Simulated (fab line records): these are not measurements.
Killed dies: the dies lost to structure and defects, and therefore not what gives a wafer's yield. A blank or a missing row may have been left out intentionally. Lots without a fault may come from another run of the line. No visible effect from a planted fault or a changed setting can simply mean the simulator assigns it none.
fab line records + flow nand-harc
[record]
- lots = 15
- wafers = 44
- last-day = 24
route steps=1159 shown A_BONDPAD@1061
lots that met no fault: taken from a fault-free run of the same line
start-h: start of the lot's first displayed wafer, in hours after the record's first day + wait-h: hours elapsed since this lot's preceding step + " repeats the value in the row above + L1.1+2: a row that stands for several wafers + - no value, or no start was given + * or withheld: withheld + < > ~ a bound
route shown NAME@n: NAME is a module with steps in the file, n the number in the route of the first one + usual: mean/standard deviation taken from wafers without a fault + same: alike in all rows + chamber/n: place in a boat + sites: per-site readings + _std_site: the standard deviation of these + _edge_site: mean of outer sites minus mean of inner sites + radius-mm: how far each site lies from the wafer's centre + mask NAME#n: copy n + behind: the last tool/chamber to shape the wafer + hold: why the lot was held/for how many hours/how that ended + device: which transistor (n, p or np) failed to switch + end of line: the same wafers' tests at the end of the route + a step given without rows: its recipe and nothing more + killed: not the wafer's yield, but the dies lost to structure and defects at the first sort + map: dies across one wafer; x = killed, . = not, _ = none there
set.NAME: the run value of the setting; set.NAME@STEP: its run value at that earlier step + model.NAME: the simulator's own value behind a step, which no gauge read
route steps across a sampled set of lots; one table per step, one row per wafer
services: the hour from which a tool's chamber was out of use, counted from the record's first day as start-h (under 0 if before that day), plus the number of hours and why
[[steps]]
[step NHARC_A_BONDPAD_THK_MEAS_30]
[recipe]
- thk-meas-gauge = ellipsometry
[usual]
- thk-nm = 200.2/1.7
| lot.wafer | tool          | chamber | start-h | wait-h | thk-nm |
|-----------|---------------|---------|---------|--------|--------|
| L189.2    | film-metro-01 | -       | 410.35  | 0.2    | 200.5  |
| L189.5    | "             | -       | "       | "      | 201.2  |
| L189.6    | "             | -       | "       | "      | 199.2  |
| L188.1    | film-metro-02 | -       | 417.64  | 0.1    | 199.0  |
| L188.4    | "             | -       | "       | "      | 201.4  |
| L188.6    | "             | -       | "       | "      | 199.1  |
| L192.2    | film-metro-01 | -       | 417.67  | 0.2    | 201.4  |
| L192.3    | "             | -       | "       | "      | 201.6  |
| L192.6    | "             | -       | "       | "      | 202.9  |
| L190.3    | film-metro-02 | -       | 432.85  | 0.2    | 200.9  |
| L190.4    | "             | -       | "       | "      | 201.2  |
| L190.6    | "             | -       | "       | "      | 200.3  |
| L194.3    | film-metro-01 | -       | 446.19  | 0.2    | 202.2  |
| L194.4    | "             | -       | "       | "      | 201.9  |
| L191.2    | film-metro-01 | -       | 446.46  | 0.2    | 197.7  |
| L191.3    | "             | -       | "       | "      | 196.9  |
| L191.6    | "             | -       | "       | "      | 198.9  |
| L201.1    | film-metro-02 | -       | 485.18  | 0.2    | 200.2  |
| L201.5    | "             | -       | "       | "      | 199.7  |
| L201.6    | "             | -       | "       | "      | 197.7  |
| L202.2    | film-metro-01 | -       | 495.55  | 0.2    | 202.1  |
| L202.5    | "             | -       | "       | "      | 202.2  |
| L202.6    | "             | -       | "       | "      | 199.4  |
| L200.1    | film-metro-02 | -       | 504.40  | 0.2    | 198.9  |
| L200.2    | "             | -       | "       | "      | 201.3  |
| L200.6    | "             | -       | "       | "      | 201.6  |
| L203.1    | film-metro-01 | -       | 504.91  | 0.2    | 200.9  |
| L203.2    | "             | -       | "       | "      | 199.0  |
| L203.6    | "             | -       | "       | "      | 202.4  |
| L205.2    | film-metro-01 | -       | 505.42  | 0.2    | 199.0  |
| L205.4    | "             | -       | "       | "      | 198.8  |
| L205.5    | "             | -       | "       | "      | 199.3  |
| L206.3    | film-metro-01 | -       | 505.76  | 0.2    | 200.4  |
| L206.4    | "             | -       | "       | "      | 199.5  |
| L206.5    | "             | -       | "       | "      | 201.5  |
| L208.2    | film-metro-02 | -       | 519.51  | 0.2    | 199.2  |
| L208.3    | "             | -       | "       | "      | 199.5  |
| L208.5    | "             | -       | "       | "      | 204.7  |
| L207.1    | film-metro-01 | -       | 533.82  | 0.2    | 201.2  |
| L207.4    | "             | -       | "       | "      | 203.2  |
| L207.5    | "             | -       | "       | "      | 200.1  |
| L210.2    | film-metro-02 | -       | 537.19  | 0.2    | 199.3  |
| L210.3    | "             | -       | "       | "      | 199.8  |
| L210.6    | "             | -       | "       | "      | 198.1  |
[step NHARC_A_BONDPAD_DESCUM_11]
[recipe]
- time-s = 3
- o2-flow-sccm = 200
- ar-flow-sccm = 0
- bias-power-w = 0
- chemistry = O2
[usual]
- drypump-motor-current-A = 5.6/0.38
- oes-product-au = 1.001/0.012
- rf-vpp-V = 57.7/1
- showerhead-plenum-p-Torr = 1.89/0.072
- throttle-valve-pct = 11.311/0.0092
| lot.wafer | tool        | chamber | start-h | wait-h | drypump-motor-current-A | oes-product-au | rf-hours-counter-h | rf-vpp-V | showerhead-plenum-p-Torr | throttle-valve-pct |
|-----------|-------------|---------|---------|--------|-------------------------|----------------|--------------------|----------|--------------------------|--------------------|
| L189.2    | rie-diel-10 | 1       | 411.14  | -      | 5.2                     | 0.998          | 1                  | 57.5     | 1.83                     | 11.312             |
| L189.5    | "           | 0       | "       | "      | 5.8                     | 1.003          | -                  | 58.2     | 1.92                     | 11.300             |
| L189.6    | "           | 1       | "       | "      | 5.2                     | 0.990          | -                  | 56.0     | 1.83                     | 11.322             |
| L188.1    | rie-diel-07 | 1       | 418.30  | -      | 6.0                     | 0.973          | 1                  | 56.4     | 1.91                     | 11.313             |
| L188.4    | "           | 3       | "       | "      | 5.8                     | 1.006          | 1                  | 56.9     | 1.94                     | 11.308             |
| L188.6    | "           | 0       | "       | "      | 6.3                     | 0.988          | -                  | 56.7     | 1.87                     | 11.318             |
| L192.3    | rie-diel-10 | 0       | 418.46  | -      | 5.9                     | 1.001          | 2                  | 59.7     | 1.92                     | 11.320             |
| L192.2    | "           | 2       | "       | "      | 5.6                     | 1.000          | 2                  | 55.7     | 1.78                     | 11.304             |
| L192.6    | "           | 1       | "       | "      | 5.2                     | 1.000          | -                  | 57.8     | 1.83                     | 11.318             |
| L190.4    | rie-diel-10 | 3       | 433.51  | -      | 5.4                     | 1.003          | 2                  | 57.2     | 2.00                     | 11.326             |
| L190.3    | "           | 1       | "       | "      | 5.2                     | 1.001          | 2                  | 57.4     | 1.83                     | 11.310             |
| L190.6    | "           | 2       | "       | "      | 5.6                     | 0.993          | -                  | 57.6     | 1.78                     | 11.321             |
| L194.4    | rie-diel-10 | 0       | 446.85  | -      | 5.8                     | 0.998          | 3                  | 58.1     | 1.92                     | 11.308             |
| L194.3    | "           | 1       | "       | "      | 5.2                     | 1.005          | 3                  | 57.3     | 1.83                     | 11.298             |
| L191.2    | rie-diel-05 | 3       | 447.26  | -      | 5.4                     | 0.989          | 17                 | 55.3     | 1.89                     | 11.311             |
| L191.3    | "           | 0       | "       | "      | 5.4                     | 1.003          | 18                 | 57.2     | 1.95                     | 11.309             |
| L191.6    | "           | 2       | "       | "      | 6.4                     | 1.014          | -                  | 55.8     | 1.81                     | 11.335             |
| L201.1    | rie-diel-10 | 3       | 485.98  | -      | 5.5                     | 0.999          | 4                  | 59.0     | 2.00                     | 11.318             |
| L201.5    | "           | 0       | "       | "      | 5.9                     | 0.992          | -                  | 56.1     | 1.92                     | 11.317             |
| L201.6    | "           | 3       | "       | "      | 5.5                     | 1.002          | -                  | 58.5     | 2.00                     | 11.310             |
| L202.2    | rie-diel-10 | 0       | 496.23  | -      | 5.9                     | 0.996          | 5                  | 56.1     | 1.92                     | 11.318             |
| L202.5    | "           | 3       | "       | "      | 5.4                     | 1.004          | -                  | 58.2     | 2.00                     | 11.316             |
| L202.6    | "           | 0       | "       | "      | 5.9                     | 0.985          | -                  | 57.2     | 1.92                     | 11.309             |
| L200.2    | rie-diel-05 | 2       | 505.20  | -      | 6.4                     | 1.007          | 33                 | 57.4     | 1.81                     | 11.308             |
| L200.1    | "           | 0       | "       | "      | 5.4                     | 1.013          | 32                 | 57.9     | 1.94                     | 11.311             |
| L200.6    | "           | 2       | "       | "      | 6.4                     | 1.012          | -                  | 58.5     | 1.81                     | 11.306             |
| L203.1    | rie-diel-05 | 2       | 505.69  | -      | 6.4                     | 1.024          | 33                 | 57.3     | 1.81                     | 11.305             |
| L203.2    | "           | 1       | "       | "      | 5.2                     | 1.004          | 33                 | 59.1     | 1.95                     | 11.313             |
| L203.6    | "           | 3       | "       | "      | 5.4                     | 0.988          | -                  | 58.4     | 1.89                     | 11.299             |
| L205.2    | rie-diel-07 | 1       | 506.21  | -      | 6.1                     | 0.990          | 31                 | 58.5     | 1.90                     | 11.317             |
| L205.4    | "           | 0       | "       | "      | 6.3                     | 0.996          | 33                 | 57.7     | 1.86                     | 11.332             |
| L205.5    | "           | 1       | "       | "      | 6.0                     | 0.982          | -                  | 57.2     | 1.90                     | 11.300             |
| L206.3    | rie-diel-10 | 3       | 506.54  | -      | 5.4                     | 1.011          | 5                  | 58.5     | 2.00                     | 11.295             |
| L206.4    | "           | 2       | "       | "      | 5.6                     | 0.999          | 5                  | 57.9     | 1.78                     | 11.315             |
| L206.5    | "           | 0       | "       | "      | 5.9                     | 1.000          | -                  | 60.0     | 1.92                     | 11.315             |
| L208.3    | rie-diel-10 | 3       | 520.31  | -      | 5.4                     | 1.012          | 6                  | 58.6     | 2.00                     | 11.301             |
| L208.2    | "           | 0       | "       | "      | 5.9                     | 0.999          | 6                  | 56.5     | 1.92                     | 11.313             |
| L208.5    | "           | 1       | "       | "      | 5.2                     | 1.006          | -                  | 58.7     | 1.83                     | 11.300             |
| L207.1    | rie-diel-05 | 1       | 534.63  | -      | 5.2                     | 1.011          | 2                  | 57.9     | 1.95                     | 11.309             |
| L207.4    | "           | 2       | "       | "      | 6.4                     | 1.022          | 2                  | 56.8     | 1.80                     | 11.316             |
| L207.5    | "           | 3       | "       | "      | 5.4                     | 1.024          | -                  | 58.7     | 1.89                     | 11.324             |
| L210.3    | rie-diel-05 | 0       | 537.88  | -      | 5.4                     | 1.006          | 3                  | 57.9     | 1.94                     | 11.304             |
| L210.2    | "           | 2       | "       | "      | 6.4                     | 1.025          | 3                  | 58.4     | 1.80                     | 11.308             |
| L210.6    | "           | 3       | "       | "      | 5.4                     | 1.023          | -                  | 58.9     | 1.89                     | 11.322             |
[step NHARC_A_BONDPAD_PRE_CLEAN_26]
[recipe]
- time-s = 30
- temp-c = 280
- gas = H2/He
[usual]
- heater-power-w = 398/22
| lot.wafer | tool           | chamber | start-h | wait-h | heater-power-w |
|-----------|----------------|---------|---------|--------|----------------|
| L189.2    | pvd-sputter-01 | -       | -       | -      | 358            |
| L189.6    | "              | -       | "       | "      | 411            |
| L189.5    | "              | -       | "       | "      | 416            |
| L188.1    | pvd-sputter-01 | -       | -       | -      | 368            |
| L188.4    | "              | -       | "       | "      | 415            |
| L188.6    | "              | -       | "       | "      | 353            |
| L192.3    | pvd-sputter-03 | -       | -       | -      | 398            |
| L192.2    | "              | -       | "       | "      | 416            |
| L192.6    | "              | -       | "       | "      | 391            |
| L190.4    | pvd-sputter-02 | -       | -       | -      | 390            |
| L190.3    | "              | -       | "       | "      | 399            |
| L190.6    | "              | -       | "       | "      | 388            |
| L194.3    | pvd-sputter-03 | -       | -       | -      | 385            |
| L194.4    | "              | -       | "       | "      | 394            |
| L191.3    | pvd-sputter-02 | -       | -       | -      | 413            |
| L191.2    | "              | -       | "       | "      | 387            |
| L191.6    | "              | -       | "       | "      | 394            |
| L201.1    | pvd-sputter-03 | -       | -       | -      | 438            |
| L201.5    | "              | -       | "       | "      | 435            |
| L201.6    | "              | -       | "       | "      | 365            |
| L202.2    | pvd-sputter-02 | -       | -       | -      | 388            |
| L202.6    | "              | -       | "       | "      | 417            |
| L202.5    | "              | -       | "       | "      | 392            |
| L200.1    | pvd-sputter-01 | -       | -       | -      | 362            |
| L200.2    | "              | -       | "       | "      | 415            |
| L200.6    | "              | -       | "       | "      | 357            |
| L203.1    | pvd-sputter-01 | -       | -       | -      | 401            |
| L203.2    | "              | -       | "       | "      | 364            |
| L203.6    | "              | -       | "       | "      | 415            |
| L205.4    | pvd-sputter-01 | -       | -       | -      | 403            |
| L205.2    | "              | -       | "       | "      | 435            |
| L205.5    | "              | -       | "       | "      | 400            |
| L206.3    | pvd-sputter-02 | -       | -       | -      | 420            |
| L206.4    | "              | -       | "       | "      | 390            |
| L206.5    | "              | -       | "       | "      | 388            |
| L208.3    | pvd-sputter-02 | -       | -       | -      | 381            |
| L208.2    | "              | -       | "       | "      | 398            |
| L208.5    | "              | -       | "       | "      | 395            |
| L207.1    | pvd-sputter-02 | -       | -       | -      | 384            |
| L207.4    | "              | -       | "       | "      | 382            |
| L207.5    | "              | -       | "       | "      | 431            |
| L210.2    | pvd-sputter-02 | -       | -       | -      | 387            |
| L210.3    | "              | -       | "       | "      | 373            |
| L210.6    | "              | -       | "       | "      | 383            |
[step NHARC_A_BONDPAD_CMP_19]
[recipe]
- t-overpolish-s = 30
- cu-recess-touch-s = 16
- target-thk-nm = 169.8
[usual]
- cu-recess-touch-s = 16/0
- edge-zone-pressure-frac = 1.000/0.0046
- motor-current-A = 11.8/1.2
- overpolish-run-s = 30.001/0.0091
| lot.wafer | tool   | chamber | start-h | wait-h | cu-recess-touch-s | edge-zone-pressure-frac | motor-current-A | overpolish-run-s |
|-----------|--------|---------|---------|--------|-------------------|-------------------------|-----------------|------------------|
| L189.2    | cmp-01 | 2       | 413.65  | -      | 16                | 1.006                   | 14.0            | 29.992           |
| L189.5    | "      | 1       | "       | "      | 16                | 1.005                   | 13.1            | 30.004           |
| L189.6    | "      | 2       | "       | "      | 16                | 1.001                   | 13.4            | 29.990           |
| L188.4    | cmp-01 | 0       | 420.50  | -      | 16                | 1.001                   | 13.0            | 30.001           |
| L188.1    | "      | 1       | "       | "      | 16                | 0.999                   | 12.6            | 30.009           |
| L188.6    | "      | 2       | "       | "      | 16                | 1.002                   | 13.5            | 30.010           |
| L192.3    | cmp-03 | 3       | 420.56  | -      | 16                | 0.992                   | 13.0            | 30.006           |
| L192.2    | "      | 2       | "       | "      | 16                | 1.003                   | 11.7            | 29.987           |
| L192.6    | "      | 3       | "       | "      | 16                | 1.000                   | 12.4            | 29.998           |
| L190.3    | cmp-01 | 1       | 435.53  | -      | -                 | -                       | -               | -                |
| L190.4    | "      | 0       | "       | "      | -                 | -                       | -               | -                |
| L190.6    | "      | 2       | "       | "      | -                 | -                       | -               | -                |
| L194.3    | cmp-03 | 1       | 448.93  | -      | -                 | -                       | -               | -                |
| L194.4    | "      | 2       | "       | "      | -                 | -                       | -               | -                |
| L191.2    | cmp-02 | 0       | 449.29  | -      | -                 | -                       | -               | -                |
| L191.3    | "      | 3       | "       | "      | -                 | -                       | -               | -                |
| L191.6    | "      | 1       | "       | "      | -                 | -                       | -               | -                |
| L201.1    | cmp-03 | 1       | 488.11  | -      | 16                | 1.003                   | 11.6            | 29.998           |
| L201.6    | "      | 0       | "       | "      | 16                | 1.001                   | 11.1            | 30.004           |
| L201.5    | "      | 1       | "       | "      | 16                | 1.001                   | 11.4            | 29.999           |
| L202.2    | cmp-01 | 1       | 498.35  | -      | 16                | 1.000                   | 12.3            | 30.001           |
| L202.6    | "      | 0       | "       | "      | 16                | 0.997                   | 13.4            | 30.019           |
| L202.5    | "      | 1       | "       | "      | 16                | 0.998                   | 11.9            | 30.011           |
| L200.1    | cmp-02 | 0       | 507.22  | -      | 16                | 1.000                   | 11.2            | 30.003           |
| L200.2    | "      | 2       | "       | "      | 16                | 1.007                   | 10.4            | 29.996           |
| L200.6    | "      | 0       | "       | "      | 16                | 0.994                   | 11.1            | 30.003           |
| L203.2    | cmp-01 | 1       | 507.78  | -      | 16                | 0.999                   | 12.6            | 30.015           |
| L203.1    | "      | 3       | "       | "      | 16                | 1.000                   | 9.8             | 30.000           |
| L203.6    | "      | 1       | "       | "      | 16                | 0.998                   | 12.0            | 30.002           |
| L205.2    | cmp-01 | 3       | 508.42  | -      | 16                | 1.006                   | 10.0            | 29.994           |
| L205.4    | "      | 0       | "       | "      | 16                | 1.007                   | 13.1            | 29.998           |
| L205.5    | "      | 0       | "       | "      | 16                | 1.005                   | 13.3            | 30.003           |
| L206.3    | cmp-01 | 0       | 508.90  | -      | 16                | 1.000                   | 13.4            | 30.003           |
| L206.4    | "      | 2       | "       | "      | 16                | 0.998                   | 12.9            | 29.989           |
| L206.5    | "      | 0       | "       | "      | 16                | 0.998                   | 14.1            | 30.000           |
| L208.2    | cmp-01 | 2       | 522.31  | -      | 16                | 0.990                   | 13.5            | 29.997           |
| L208.3    | "      | 1       | "       | "      | 16                | 1.000                   | 12.4            | 30.001           |
| L208.5    | "      | 2       | "       | "      | 16                | 0.995                   | 13.8            | 29.982           |
| L207.1    | cmp-02 | 2       | 536.70  | -      | 16                | 0.994                   | 11.1            | 29.998           |
| L207.4    | "      | 3       | "       | "      | 16                | 0.996                   | 10.7            | 29.999           |
| L207.5    | "      | 0       | "       | "      | 16                | 1.003                   | 10.8            | 30.009           |
| L210.3    | cmp-03 | 0       | 540.52  | -      | 16                | 1.001                   | 11.2            | 30.001           |
| L210.2    | "      | 1       | "       | "      | 16                | 0.991                   | 11.6            | 30.003           |
| L210.6    | "      | 1       | "       | "      | 16                | 0.988                   | 11.4            | 30.006           |
[step NHARC_A_BONDPAD_THK_MEAS_20]
[recipe]
- thk-meas-gauge = xrf
[usual]
- thk-nm = 169.8/1.5
| lot.wafer | tool          | chamber | start-h | wait-h | thk-nm |
|-----------|---------------|---------|---------|--------|--------|
| L189.2    | film-metro-02 | -       | 413.95  | -      | 169.6  |
| L189.5    | "             | -       | "       | "      | 171.7  |
| L189.6    | "             | -       | "       | "      | 169.3  |
| L188.1    | film-metro-02 | -       | 420.76  | -      | 167.2  |
| L188.4    | "             | -       | "       | "      | 168.2  |
| L188.6    | "             | -       | "       | "      | 168.7  |
| L192.2    | film-metro-01 | -       | 420.89  | -      | 169.5  |
| L192.3    | "             | -       | "       | "      | 169.5  |
| L192.6    | "             | -       | "       | "      | 171.7  |
| L190.3    | film-metro-02 | -       | 435.85  | 0.3    | 402.5  |
| L190.4    | "             | -       | "       | "      | 397.5  |
| L190.6    | "             | -       | "       | "      | 398.6  |
| L194.3    | film-metro-01 | -       | 449.19  | 0.2    | 393.0  |
| L194.4    | "             | -       | "       | "      | 395.3  |
| L191.2    | film-metro-01 | -       | 449.62  | 0.3    | 405.6  |
| L191.3    | "             | -       | "       | "      | 402.8  |
| L191.6    | "             | -       | "       | "      | 402.9  |
| L201.1    | film-metro-02 | -       | 488.40  | -      | 169.2  |
| L201.5    | "             | -       | "       | "      | 170.3  |
| L201.6    | "             | -       | "       | "      | 171.3  |
| L202.2    | film-metro-01 | -       | 498.65  | -      | 166.1  |
| L202.5    | "             | -       | "       | "      | 170.3  |
| L202.6    | "             | -       | "       | "      | 169.0  |
| L200.1    | film-metro-01 | -       | 507.55  | -      | 167.2  |
| L200.2    | "             | -       | "       | "      | 170.9  |
| L200.6    | "             | -       | "       | "      | 167.6  |
| L203.1    | film-metro-02 | -       | 508.08  | -      | 172.0  |
| L203.2    | "             | -       | "       | "      | 168.7  |
| L203.6    | "             | -       | "       | "      | 168.7  |
| L205.2    | film-metro-01 | -       | 508.75  | -      | 170.6  |
| L205.4    | "             | -       | "       | "      | 169.5  |
| L205.5    | "             | -       | "       | "      | 168.1  |
| L206.3    | film-metro-01 | -       | 509.22  | -      | 169.1  |
| L206.4    | "             | -       | "       | "      | 171.9  |
| L206.5    | "             | -       | "       | "      | 169.1  |
| L208.2    | film-metro-02 | -       | 522.63  | -      | 172.7  |
| L208.3    | "             | -       | "       | "      | 169.7  |
| L208.5    | "             | -       | "       | "      | 171.7  |
| L207.1    | film-metro-02 | -       | 536.96  | -      | 170.0  |
| L207.4    | "             | -       | "       | "      | 168.9  |
| L207.5    | "             | -       | "       | "      | 168.5  |
| L210.2    | film-metro-01 | -       | 540.85  | -      | 170.8  |
| L210.3    | "             | -       | "       | "      | 171.3  |
| L210.6    | "             | -       | "       | "      | 170.0  |
[step NHARC_A_BONDPAD_INSPECT_23]
[usual]
- raw-defect-count = 453/120
| lot.wafer | tool              | chamber | start-h | wait-h | raw-defect-count |
|-----------|-------------------|---------|---------|--------|------------------|
| L189.2    | defect-inspect-02 | -       | 414.17  | 0.0    | 295              |
| L189.5    | "                 | -       | "       | "      | 337              |
| L189.6    | "                 | -       | "       | "      | 299              |
| L188.1    | defect-inspect-02 | -       | 420.99  | 0.0    | 540              |
| L188.4    | "                 | -       | "       | "      | 408              |
| L188.6    | "                 | -       | "       | "      | 549              |
| L192.2    | defect-inspect-02 | -       | 421.10  | 0.0    | 635              |
| L192.3    | "                 | -       | "       | "      | 527              |
| L192.6    | "                 | -       | "       | "      | 402              |
| L190.3    | defect-inspect-01 | -       | 436.06  | 0.0    | 3445             |
| L190.4    | "                 | -       | "       | "      | 3267             |
| L190.6    | "                 | -       | "       | "      | 3199             |
| L194.3    | defect-inspect-02 | -       | 449.42  | 0.0    | 3306             |
| L194.4    | "                 | -       | "       | "      | 3262             |
| L191.2    | defect-inspect-01 | -       | 449.86  | 0.0    | 3181             |
| L191.3    | "                 | -       | "       | "      | 3212             |
| L191.6    | "                 | -       | "       | "      | 3145             |
| L201.1    | defect-inspect-01 | -       | 488.64  | 0.0    | 357              |
| L201.5    | "                 | -       | "       | "      | 364              |
| L201.6    | "                 | -       | "       | "      | 464              |
| L202.2    | defect-inspect-02 | -       | 498.85  | 0.0    | 560              |
| L202.5    | "                 | -       | "       | "      | 563              |
| L202.6    | "                 | -       | "       | "      | 388              |
| L200.1    | defect-inspect-02 | -       | 507.75  | 0.0    | 528              |
| L200.2    | "                 | -       | "       | "      | 628              |
| L200.6    | "                 | -       | "       | "      | 326              |
| L203.1    | defect-inspect-01 | -       | 508.28  | 0.0    | 323              |
| L203.2    | "                 | -       | "       | "      | 426              |
| L203.6    | "                 | -       | "       | "      | 423              |
| L205.2    | defect-inspect-01 | -       | 508.95  | 0.0    | 430              |
| L205.4    | "                 | -       | "       | "      | 394              |
| L205.5    | "                 | -       | "       | "      | 364              |
| L206.3    | defect-inspect-02 | -       | 509.46  | 0.0    | 411              |
| L206.4    | "                 | -       | "       | "      | 387              |
| L206.5    | "                 | -       | "       | "      | 518              |
| L208.2    | defect-inspect-02 | -       | 522.85  | 0.0    | 824              |
| L208.3    | "                 | -       | "       | "      | 747              |
| L208.5    | "                 | -       | "       | "      | 624              |
| L207.1    | defect-inspect-01 | -       | 537.17  | 0.0    | 437              |
| L207.4    | "                 | -       | "       | "      | 466              |
| L207.5    | "                 | -       | "       | "      | 426              |
| L210.2    | defect-inspect-01 | -       | 541.05  | 0.0    | 435              |
| L210.3    | "                 | -       | "       | "      | 588              |
| L210.6    | "                 | -       | "       | "      | 442              |
[[services]]
| tool           | chamber | start-h | hours | kind                           |
|----------------|---------|---------|-------|--------------------------------|
| cmp-01         | -       | 388.73  | -     | consumable-replace:conditioner |
| cmp-01         | -       | 388.73  | -     | consumable-replace:pad         |
| pvd-sputter-02 | -       | 392.03  | 10.0  | pm                             |
| rie-diel-05    | 1       | 392.31  | 2.7   | repair                         |
| rie-diel-07    | -       | 405.27  | 9.0   | pm                             |
| cmp-02         | -       | 422.73  | 4.0   | pm                             |
| rie-diel-05    | 3       | 429.14  | 11.9  | repair                         |
| cmp-01         | -       | 430.68  | 1.3   | repair                         |
| cmp-03         | -       | 451.70  | 4.0   | pm                             |
| pvd-sputter-03 | -       | 458.15  | 10.0  | pm                             |
| rie-diel-10    | 1       | 459.01  | 34.6  | repair                         |
| cmp-01         | -       | 459.42  | 0.4   | repair                         |
| pvd-sputter-01 | -       | 460.96  | 2.0   | repair                         |
| pvd-sputter-02 | -       | 462.66  | 7.2   | repair                         |
| cmp-01         | -       | 482.73  | 4.0   | pm                             |
| cmp-01         | -       | 486.73  | -     | consumable-replace:conditioner |
| rie-diel-07    | -       | 489.58  | 0.3   | repair                         |
| rie-diel-10    | 2       | 493.23  | 9.3   | repair                         |
| rie-diel-07    | 1       | 512.87  | 5.5   | repair                         |
| pvd-sputter-01 | -       | 514.00  | 10.0  | pm                             |
| cmp-03         | -       | 516.31  | 12.8  | repair                         |
| rie-diel-05    | -       | 517.79  | 9.0   | pm                             |
| cmp-02         | -       | 520.85  | 4.0   | pm                             |
| rie-diel-10    | -       | 530.61  | 9.0   | pm                             |
[[key]]
[first-sign]
- step = NHARC_A_BONDPAD_CMP_19
- reading = tool-record
- direction = missing
[effect]
- step = NHARC_A_BONDPAD_THK_MEAS_20
- reading = thk-nm
- direction = up
- sigmas = 99+
- usual = 169.8
- struck = 399.8
[effect]
- step = NHARC_A_BONDPAD_INSPECT_23
- reading = raw-defect-count
- direction = up
- sigmas = 24
- usual = 453
- struck = 3252
met-at NHARC_A_BONDPAD_CMP_19
struck-lots L190,L191,L194
later-rows-left-out L190.3,L190.4,L190.6,L191.2,L191.3,L191.6,L194.3,L194.4
sort-left-out L190.3,L190.4,L190.6,L191.2,L191.3,L191.6,L194.3,L194.4
not-acting-at NHARC_A_BONDPAD_THK_MEAS_30,NHARC_A_BONDPAD_DESCUM_11,NHARC_A_BONDPAD_PRE_CLEAN_26
onset-between 420.56 435.53
[fault]
- kind = skipped-step-whole
- tool = cmp-01,cmp-02,cmp-03
- chamber = -
- onset-h = 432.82
- steps = NHARC_A_BONDPAD_CMP_19
- scope = struck-lots-only
// sort-left-out: the simulated sort isn't trusted on such a fault, so these wafers' sort isn't shown, and their yield isn't known
// later-rows-left-out: the simulator's readings of these wafers behind a module that went badly wrong aren't trusted and aren't shown, but for the sort
